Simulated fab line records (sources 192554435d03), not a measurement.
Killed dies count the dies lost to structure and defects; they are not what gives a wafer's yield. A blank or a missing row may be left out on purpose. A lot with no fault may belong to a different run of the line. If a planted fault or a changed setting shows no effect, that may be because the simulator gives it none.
Comparing a struck lot with a sound one	flow n5-finfet	16 steps out of a route of 1938
Sound: these wafers, L399.3, L399.4, L399.5. Struck: wafer L391.3 (L391.1, L391.5, from the same lot, were not struck and are left out); the cause is given at the end.
Each step with rows lists, per side, the tool, then ch with its chambers, then its first start. Under that, the readings that differ: sound wafers	struck wafers	difference of the means	sigmas: that difference in standard deviations of wafers without a fault.
alike: a reading whose means differ by less than 2 such deviations, as well as words and numbers matching on both sides. not compared: withheld readings; readings where some wafer has no value; bounds like >300 that might hide an equal value; numbers whose values overlap and for which the record gives no deviation.
The two part at a step that has a row with sigmas, a row that says differs or no value, or rows on one side only. Numbers that have no deviation but don't overlap get no sigmas and don't part them. Lack of a reading on every wafer of one side parts them only where that side has two or more wafers.

first, 9 steps without rows for these wafers: N5_MOL_CONTACT_COAG_DEVELOP_39 (develop time 30 s); N5_MOL_CONTACT_COAG_DESCUM_45 (chemistry O2, time 7 s); N5_MOL_CONTACT_COAG_ETCH_65 (etches underlayer in N2/H2, target depth 13 nm, time 10.4 s); N5_MOL_CONTACT_COAG_ETCH_66 (etches SiARC in CF4, target depth 13 nm, time 21.7 s); N5_MOL_CONTACT_COAG_ALD_133 (deposits SiO2, target thk 5 nm, pulse time 1 s, co reactant pulse time 1 s); N5_MOL_CONTACT_COAG_ETCHBACK_134 (etches SiO2 in CHF3, target depth 10 nm, time 6.7 s); N5_MOL_CONTACT_COAG_ETCH_67 (etches SOC in N2/H2, target depth 60 nm, overetch 21 nm, time 101.2 s); N5_MOL_CONTACT_COAG_STRIP_68 (strips in N2/H2); N5_MOL_CONTACT_COAG_STRIP_69 (strips in N2/H2).
N5_MOL_CONTACT_COAG_ETCHBACK_136: etches SiO2 in CHF3, target depth 25 nm, time 16.7 s.
  sound on rie-diel-06 ch 0,2, day 8 14:41; struck on rie-diel-05 ch 2, day 6 19:16
reading	sound	struck	difference	sigmas
CHF3_flow_sccm (sccm)	49.91 50.13 49.98	49.69	-0.32	-2
oes-product-au (a.u.)	0.87 0.86 0.87	1.06	+0.19	+2
model.SOC_of_MOL_CONTACT_COAG_COAT_62.thk-nm (nm)	57.2 57.4 57.4	56	-1	
  alike: drypump-motor-current-A, oes_f_703_au, rf-fwd-power-W, rf-vpp-V, showerhead-plenum-p-Torr, throttle-valve-pct
  not compared: rf-hours-counter-h
then, 1 step without rows for these wafers: N5_MOL_CONTACT_COAG_STRIP_120 (strips in CHF3).
N5_MOL_CONTACT_COAG_VIA_ETCH_117: etches SiO2 in C4F6/O2, target depth 40 nm, overetch 8 nm, time 26 s.
  sound on rie-diel-06 ch 0,2, day 8 14:43; struck on rie-diel-05 ch 2, day 6 19:17
reading	sound	struck	difference	sigmas
model.etch.depth-nm (nm)	39.64 39.55 39.77	30.4	-9.3	
model.MOL_CONTACT_COAG.feature-depth-nm (nm)	39.6 39.6 39.8	30.4	-9.3	
  alike: drypump-motor-current-A, oes_f_703_au, oes_o_777_au, oes-product-au, rf-fwd-power-W, rf-vpp-V, showerhead-plenum-p-Torr, throttle-valve-pct
  not compared: rf-hours-counter-h
then, 1 step without rows for these wafers: N5_MOL_CONTACT_COAG_ETCH_124 (etches SiNx in CH3F/O2, stops on SiOC, target depth 6.5 nm).
N5_MOL_CONTACT_COAG_ETCH_48: etches SiOC in C4F6/O2, target depth 15 nm, overetch 4.5 nm, time 17 s.
  sound on rie-diel-06 ch 0,2, day 8 14:47; struck on rie-diel-05 ch 2, day 6 19:22
reading	sound	struck	difference	sigmas
model.SOC_of_MOL_CONTACT_COAG_COAT_62.thk-nm (nm)	45.6 45.8 45.8	44.6	-1.1	
  alike: drypump-motor-current-A, oes_f_703_au, oes_o_777_au, oes-product-au, rf-fwd-power-W, rf-vpp-V, showerhead-plenum-p-Torr, throttle-valve-pct
  not compared: rf-hours-counter-h
then, 1 step without rows for these wafers: N5_MOL_CONTACT_COAG_STRIP_72 (strips in N2/H2).
N5_PASSIVATION_PROBE_49:
  the record holds rows for the sound wafers here (prober-01, day 17 04:14) but none for the struck ones

== WHERE THEY PART ==
Last at N5_PASSIVATION_PROBE_49 as far as this record goes, first at N5_MOL_CONTACT_COAG_ETCHBACK_136.

WHY: what had been put in by the simulator
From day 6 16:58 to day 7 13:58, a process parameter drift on rie-diel-05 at N5_MOL_CONTACT_COAG_ETCHBACK_136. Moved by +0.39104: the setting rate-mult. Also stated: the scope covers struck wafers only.
